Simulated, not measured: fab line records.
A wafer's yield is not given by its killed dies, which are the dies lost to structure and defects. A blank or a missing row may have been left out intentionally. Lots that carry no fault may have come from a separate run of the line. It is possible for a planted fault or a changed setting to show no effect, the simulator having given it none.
Comparing a struck lot with a sound one / flow n5-finfet / 16 steps out of a route of 1938
Sound: wafers L271.1, L271.4, L271.6. Wafers struck: L277.2, L277.3, L277.4. The cause is given at the end.
At each step with rows: each side's tool, then ch and its chambers, then its first start. Under that, the readings that differ: sound wafers / struck wafers / difference of the means / sigmas: that difference in standard deviations of wafers without a fault.
alike: readings whose means differ by less than 2 such deviations, and words and numbers that are the same on both sides. not compared: withheld readings, readings that some wafer has no value for, bounds like >300 that may hide the same value, and numbers for which the record gives no deviation and whose values overlap.
Wherever a step has rows on one side only, a row that says differs or no value, or a row with sigmas, the two part there. Numbers that have no deviation but don't overlap get no sigmas and don't part them. A reading missing from all wafers of one side parts the sides only when that side holds two or more wafers.

first, 3 steps without rows for these wafers: N5_HKMG_FIN_EXPOSE_09 (exposes mask NWFM); N5_HKMG_FIN_PEB_10 (peb time 60 s); N5_HKMG_FIN_DEVELOP_11 (develop time 30 s).
N5_HKMG_FIN_CD_MEAS_12: the cd target is 92.8 nm.
  sound on cd-sem-03 ch 0, day 4 20:10; struck on cd-sem-03 ch 0, day 6 09:35
  alike: cd-nm
N5_HKMG_FIN_OVL_MEAS_13:
  sound on overlay-01 ch 0, day 4 20:13; struck on overlay-01 ch 0, day 6 09:37
reading=NWFM_OVL (nm); sound=-1.7 -0.9 -1.2; struck=0.2 2.2 1.8; difference=+2.7; sigmas=+3
N5_HKMG_FIN_INSPECT_14: inspects for defects (macro).
  sound on defect-inspect-02, day 4 20:14; struck on defect-inspect-01, day 6 09:38
  alike: raw-defect-count
N5_HKMG_FIN_DESCUM_17: chemistry O2, time 7.9 s.
  sound on rie-diel-05 ch 0,1, day 4 20:18; struck on rie-diel-05 ch 0,1,3, day 6 09:41
  alike: drypump-motor-current-A, oes-product-au, rf-vpp-V, showerhead-plenum-p-Torr, throttle-valve-pct
  not compared: rf-hours-counter-h
N5_HKMG_FIN_ETCH_31: etches SiARC in CF4, target depth 45.5 nm, time 75.8 s.
  sound on rie-diel-05 ch 0,1, day 4 20:20; struck on rie-diel-05 ch 0,1,3, day 6 09:43
  alike: drypump-motor-current-A, etch-rf-on-time-s, oes-product-au, rf-vpp-V, showerhead-plenum-p-Torr, throttle-valve-pct
  not compared: rf-hours-counter-h
N5_HKMG_FIN_ETCH_32: etches SOC in N2/H2, target depth 240 nm, time 300 s.
  sound on rie-diel-05 ch 0,1, day 4 20:23; struck on rie-diel-05 ch 0,1,3, day 6 09:46
  alike: drypump-motor-current-A, oes-product-au, rf-vpp-V, showerhead-plenum-p-Torr, throttle-valve-pct
  not compared: rf-hours-counter-h
then, 1 step without rows for these wafers: N5_HKMG_FIN_STRIP_33 (strips in N2/H2).
N5_HKMG_FIN_STRIP_34: strips in CF4.
  sound on rie-diel-05 ch 0,1, day 4 20:35; struck on rie-diel-05 ch 0,1,3, day 6 09:58
  alike: bias-power-w, cf4-flow-sccm, drypump-motor-current-A, oes-product-au, rf-vpp-V, showerhead-plenum-p-Torr, throttle-valve-pct
  not compared: rf-hours-counter-h
N5_HKMG_FIN_ETCH_35: etches SOC in N2/H2, target depth 215.8 nm, time 243.4 s.
  sound on rie-diel-05 ch 0,1, day 4 20:36; struck on rie-diel-05 ch 0,1,3, day 6 09:59
  alike: drypump-motor-current-A, oes-product-au, rf-vpp-V, showerhead-plenum-p-Torr, throttle-valve-pct
  not compared: rf-hours-counter-h
N5_HKMG_FIN_STRIP_92: strips SOC in N2/H2, time 20 s.
  sound on rie-diel-05 ch 0,1, day 4 20:45; struck on rie-diel-05 ch 0,1,3, day 6 10:08
  no value came back on the struck wafers for any of 7 readings (bias-power-w (W), chamber-pressure-mTorr (mTorr) and others); on the sound wafers bias-power-w (W) reads 7.963 8.021 7.997
reading=model.SOC_of_HKMG_FIN_COAT_29.thk-nm (nm); sound=69.8 76.6 70.8; struck=93.8 78.4 85; difference=+13.3; sigmas=
  not compared: rf-hours-counter-h
then, 1 step without rows for these wafers: N5_HKMG_FIN_WET_ETCH_18 (etches TiN in SC1, time 55 s, target depth 5.2 nm, rinse time 30 s).
-- the record jumps here: 3 days lie between the struck wafers' starts before and after (it left off in module HKMG_FIN and takes up again in module BEOL_M4, whose first step shown is number 1111 of the route) --
N5_BEOL_M4_RC_MEAS_101:
  sound on prober-02 ch 0, day 8 15:08; struck on prober-02 ch 0, day 9 16:20
  alike: DIBL_N, DIBL_P, IOFF_N, IOFF_P, ION_N, ION_P, SS_N, SS_P, VT_N, VT_P
-- the record jumps here: 4 days lie between the struck wafers' starts before and after (it left off in module BEOL_M4 and takes up again in module PASSIVATION, whose first step shown is number 1936 of the route) --
N5_PASSIVATION_PROBE_49:
  sound on prober-01, day 12 19:47; struck on prober-02, day 13 18:52
  alike: defect-limited-yield, killed_at_M0_to_M3, killed_at_M4_up, killed-at-contacts, killed-at-front-end, killed-at-other, killed-dies, killed-open, killed-short, sort_bin_5_function, sort_bin_6_memory, sort-n-pass, sort-yield-pct

== WHERE THEY PART ==
Last at N5_HKMG_FIN_STRIP_92 as far as this record goes, first at N5_HKMG_FIN_OVL_MEAS_13. Later steps at which nothing parts them and some readings are alike: N5_BEOL_M4_RC_MEAS_101, N5_PASSIVATION_PROBE_49.

WHY: what the simulator had put in
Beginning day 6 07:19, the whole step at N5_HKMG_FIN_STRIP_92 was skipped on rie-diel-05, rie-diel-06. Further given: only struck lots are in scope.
